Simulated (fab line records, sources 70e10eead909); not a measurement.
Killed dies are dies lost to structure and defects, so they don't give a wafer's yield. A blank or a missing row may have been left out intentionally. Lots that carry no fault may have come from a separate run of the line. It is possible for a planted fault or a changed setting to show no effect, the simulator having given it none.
Which tool did it? | flow nand harc | 12 lots, 36 wafers sampled, at 5 steps of a route of 1159

## WHAT EACH GAUGE READ, for each wafer
NHARC_END_SORT_01. Usual: killed at array 31, standard deviation 11; killed at other 0.5, standard deviation 0.78; killed at periphery 3.0, standard deviation 2; killed dies 34, standard deviation 12; killed open 3.2, standard deviation 2; killed short 1.9, standard deviation 1.6.
lot  | measured     | on        | killed at array | killed at other | killed at periphery | killed dies | killed open | killed short | flag
L572 | day 19 21:25 | prober-02 | 15 18 24        | 0 0 3           | 2 4 4               | 17 22 31    | 1 3 4       | 2 3 1        |
L574 | day 20 05:58 | prober-02 | 35 30 41        | 0 0 1           | 2 6 3               | 37 36 45    | 2 0 4       | 1 2 4        |
L580 | day 21 17:05 | prober-02 | 43 38 647       | 1 1 0           | 2 0 4               | 46 39 651   | 0 2 4       | 2 1 4        | OFF
L579 | day 21 11:05 | prober-01 | 671 44 46       | 0 0 3           | 2 2 4               | 673 46 53   | 1 6 4       | 1 1 2        | OFF
L587 | day 23 12:50 | prober-01 | 35 30 32        | 1 1 2           | 2 3 2               | 38 34 36    | 1 3 1       | 2 0 1        |
L589 | day 23 13:37 | prober-02 | 35 33 29        | 0 0 0           | 3 2 3               | 38 35 32    | 2 1 3       | 0 2 0        |
L588 | day 24 05:12 | prober-02 | 34 28 31        | 0 1 1           | 3 0 1               | 37 29 33    | 2 1 4       | 2 1 3        |
L594 | day 24 12:58 | prober-02 | 36 31 27        | 1 0 2           | 1 1 4               | 38 32 33    | 2 1 1       | 1 0 1        |
L592 | day 24 22:20 | prober-02 | 24 31 34        | 0 0 0           | 3 3 2               | 27 34 36    | 3 3 2       | 1 3 2        |

## WHICH TOOL RAN EACH LOT (tool, then ch and the chambers of the sampled wafers, then the start)
lot  | NHARC_A_CONTACT_ETCH_77                       | NHARC_A_CONTACT_ETCH_125             | NHARC_A_CONTACT_ETCH_131             | NHARC_A_CONTACT_ETCH_106
L572 | rie diel-04 ch 1,2,3, day 16 15:25 or earlier | har cap etch-02 ch 0,1, day 16 15:25 | har cap etch-02 ch 0,1, day 16 16:16 | rie diel-03 ch 0,2,3, day 16 17:37
L574 | rie diel-04 ch 1,3, day 16 18:11 or earlier   | har cap etch-01 ch 0,1, day 16 18:11 | har cap etch-01 ch 0,1, day 16 19:01 | rie diel-04 ch 2,3, day 16 20:23
L575 | rie diel-03 ch 0,3, day 17 00:55 or earlier   | har cap etch-02 ch 0,1, day 17 00:55 | har cap etch-02 ch 0,1, day 17 01:46 | rie diel-03 ch 0,2,3, day 17 03:12
L580 | rie diel-03 ch 1,2,3, day 18 18:49 or earlier | har cap etch-03 ch 0, day 18 18:49   | har cap etch-03 ch 0, day 18 19:39   | rie diel-03 ch 0,1,2, day 18 21:10
L579 | rie diel-03 ch 0,3, day 18 20:29 or earlier   | har cap etch-01 ch 0,1, day 18 20:29 | har cap etch-01 ch 0,1, day 18 21:20 | rie diel-03 ch 0,1,2, day 18 22:39
L583 | rie diel-03 ch 2,3, day 19 15:13 or earlier   | har cap etch-02 ch 0,1, day 19 15:13 | har cap etch-02 ch 0,1, day 19 16:04 | rie diel-01 ch 0,3, day 19 17:34
L587 | rie diel-03 ch 0,2,3, day 20 15:46 or earlier | har cap etch-01 ch 1, day 20 15:46   | har cap etch-01 ch 1, day 20 16:37   | rie diel-01 ch 1,2,3, day 20 18:28
L589 | rie diel-01 ch 2,3, day 20 16:37 or earlier   | har cap etch-02 ch 0,1, day 20 16:37 | har cap etch-02 ch 0,1, day 20 17:28 | rie diel-04 ch 2,3, day 20 19:23
L588 | rie diel-03 ch 0,1,2, day 21 04:17 or earlier | har cap etch-01 ch 0,1, day 21 04:17 | har cap etch-01 ch 0,1, day 21 05:08 | rie diel-01 ch 0,2, day 21 06:28
L594 | rie diel-03 ch 0,2,3, day 21 21:12 or earlier | har cap etch-02 ch 0,1, day 21 21:12 | har cap etch-02 ch 0,1, day 21 22:03 | rie diel-04 ch 1,2, day 21 23:27
L592 | rie diel-03 ch 2,3, day 21 21:34 or earlier   | har cap etch-01 ch 0,1, day 21 21:34 | har cap etch-01 ch 0,1, day 21 22:25 | rie diel-03 ch 1,2, day 21 23:47
L595 | rie diel-03 ch 1,2,3, day 22 11:44 or earlier | har cap etch-01 ch 0,1, day 22 11:44 | har cap etch-01 ch 0,1, day 22 12:34 | rie diel-01 ch 0,1,3, day 22 13:58
- NHARC_A_CONTACT_ETCH_77: etches the open film in CF4/CHF3, target depth 72.6 nm, time 36.3 s.
- NHARC_A_CONTACT_ETCH_125: etches the open film in C4F8/O2/Ar, time 155 s, target depth 956 nm.
- NHARC_A_CONTACT_ETCH_131: etches the open film in C4F8/O2/Ar, time 155 s, target depth 956 nm.
- NHARC_A_CONTACT_ETCH_106: etches the open film in CF4/O2, target depth 60 nm, overetch 6 nm, time 33 s.

## AS READ BY THE TOOLS THEMSELVES (means over the sampled wafers that have a number; for cases with no such wafer, the mark the record gives instead)
NHARC_A_CONTACT_ETCH_77. Usual: drypump motor current A 5.6 A, standard deviation 0.4; oes product au 0.930 a.u., standard deviation 0.021; rf vpp V 369.7 V, standard deviation 2.3; showerhead plenum p Torr 1.55 Torr, standard deviation 0.062; throttle valve pct 16.802 %, standard deviation 0.009.
lot  | tool        | drypump motor current A (A) | oes product au (a.u.) | rf vpp V (V) | showerhead plenum p Torr (Torr) | throttle valve pct (%) | flag
L572 | rie diel-04 | 5.7                         | 0.964                 | 370.8        | 1.57                            | 16.809                 |
L574 | rie diel-04 | 5.8                         | 0.921                 | 371.1        | 1.58                            | 16.799                 |
L575 | rie diel-03 | 5.5                         | 0.941                 | 367.8        | 1.51                            | 16.793                 |
L580 | rie diel-03 | 5.8                         | 0.912                 | 368.5        | 1.52                            | 16.808                 |
L579 | rie diel-03 | 5.5                         | 0.909                 | 368.6        | 1.51                            | 16.801                 |
L583 | rie diel-03 | 5.9                         | 0.911                 | 367.8        | 1.48                            | 16.814                 |
L587 | rie diel-03 | 5.7                         | 0.916                 | 367.7        | 1.49                            | 16.806                 |
L589 | rie diel-01 | 5.8                         | 0.936                 | 369.8        | 1.55                            | 16.797                 |
L588 | rie diel-03 | 5.6                         | 0.929                 | 369.2        | 1.53                            | 16.805                 |
L594 | rie diel-03 | 5.7                         | 0.925                 | 367.8        | 1.49                            | 16.808                 |
L592 | rie diel-03 | 6.0                         | 0.926                 | 367.5        | 1.47                            | 16.802                 |
L595 | rie diel-03 | 5.8                         | 0.917                 | 368.0        | 1.52                            | 16.799                 |

NHARC_A_CONTACT_ETCH_125. Usual: oes air line au at 0.999 a.u., with a standard deviation of 0.02.
lot  | tool            | oes air line au (a.u.) | flag
L572 | har cap etch-02 | 0.987                  |
L574 | har cap etch-01 | 1.011                  |
L575 | har cap etch-02 | 0.989                  |
L580 | har cap etch-03 | 0.998                  |
L579 | har cap etch-01 | 1.002                  |
L583 | har cap etch-02 | 1.001                  |
L587 | har cap etch-01 | 0.984                  |
L589 | har cap etch-02 | 0.992                  |
L588 | har cap etch-01 | 0.992                  |
L594 | har cap etch-02 | 0.993                  |
L592 | har cap etch-01 | 0.984                  |
L595 | har cap etch-01 | 0.999                  |

NHARC_A_CONTACT_ETCH_131. Usual: oes air line au at 0.997 a.u., with a standard deviation of 0.019.
lot  | tool            | oes air line au (a.u.) | flag
L572 | har cap etch-02 | 0.991                  |
L574 | har cap etch-01 | 0.996                  |
L575 | har cap etch-02 | 1.006                  |
L580 | har cap etch-03 | 1.002                  |
L579 | har cap etch-01 | 1.008                  |
L583 | har cap etch-02 | 0.983                  |
L587 | har cap etch-01 | 1.012                  |
L589 | har cap etch-02 | 1.004                  |
L588 | har cap etch-01 | 1.017                  |
L594 | har cap etch-02 | 0.990                  |
L592 | har cap etch-01 | 1.002                  |
L595 | har cap etch-01 | 0.997                  |

NHARC_A_CONTACT_ETCH_106. Usual: drypump motor current A 5.6 A, standard deviation 0.41; oes product au 0.997 a.u., standard deviation 0.015; rf vpp V 197.4 V, standard deviation 1.4; showerhead plenum p Torr 1.32 Torr, standard deviation 0.055; throttle valve pct 13.398 %, standard deviation 0.0092.
lot  | tool        | drypump motor current A (A) | oes product au (a.u.) | rf vpp V (V) | showerhead plenum p Torr (Torr) | throttle valve pct (%) | flag
L572 | rie diel-03 | 5.7                         | 0.994                 | 196.3        | 1.27                            | 13.406                 |
L574 | rie diel-04 | 5.5                         | 0.996                 | 197.2        | 1.31                            | 13.389                 |
L575 | rie diel-03 | 5.7                         | 0.991                 | 196.9        | 1.27                            | 13.400                 |
L580 | rie diel-03 | 5.6                         | 0.976                 | 196.9        | 1.30                            | 13.403                 |
L579 | rie diel-03 | 5.6                         | 0.982                 | 197.0        | 1.30                            | 13.410                 |
L583 | rie diel-01 | 5.5                         | 0.986                 | 197.1        | 1.32                            | 13.400                 |
L587 | rie diel-01 | 5.5                         | 1.011                 | 198.0        | 1.34                            | 13.400                 |
L589 | rie diel-04 | 5.5                         | 0.985                 | 197.7        | 1.31                            | 13.400                 |
L588 | rie diel-01 | 5.9                         | 0.983                 | 197.7        | 1.36                            | 13.395                 |
L594 | rie diel-04 | 5.6                         | 0.997                 | 196.7        | 1.31                            | 13.399                 |
L592 | rie diel-03 | 5.7                         | 1.000                 | 197.9        | 1.32                            | 13.403                 |
L595 | rie diel-01 | 5.4                         | 0.981                 | 197.7        | 1.34                            | 13.401                 |

## THE ANSWER, worked out from the rows above alone
Rule: lot off if the mean of its wafers having a number is beyond 3 standard deviations from the usual mean. A lot without any number at a reading at which 4 lots or more have one is off too. All remaining lots with rows at the step are treated as sound. The gauges are gone through in route order, then the tools' own readings, and for those a lot's mean is taken as printed above. At the first step where some lot is off, the reading lying furthest off is the one used; lots without a number count as furthest.
Off at NHARC_END_SORT_01 (killed at array): L580, L579. Neither off nor sound, because the step has no rows for them: L575, L583, L595.
A tool fits if, at a process step before that reading, it ran every lot that is off, and no sound lot after the first of them. The gauges at NHARC_END_SORT_01 are tried like those tools. Because NHARC_A_CONTACT_ETCH_77 lacks a start for some lots, the hours and order of its lots are taken from NHARC_A_CONTACT_ETCH_125. Of those tried, none fits.

## WHAT THE SIMULATOR HAD PUT IN
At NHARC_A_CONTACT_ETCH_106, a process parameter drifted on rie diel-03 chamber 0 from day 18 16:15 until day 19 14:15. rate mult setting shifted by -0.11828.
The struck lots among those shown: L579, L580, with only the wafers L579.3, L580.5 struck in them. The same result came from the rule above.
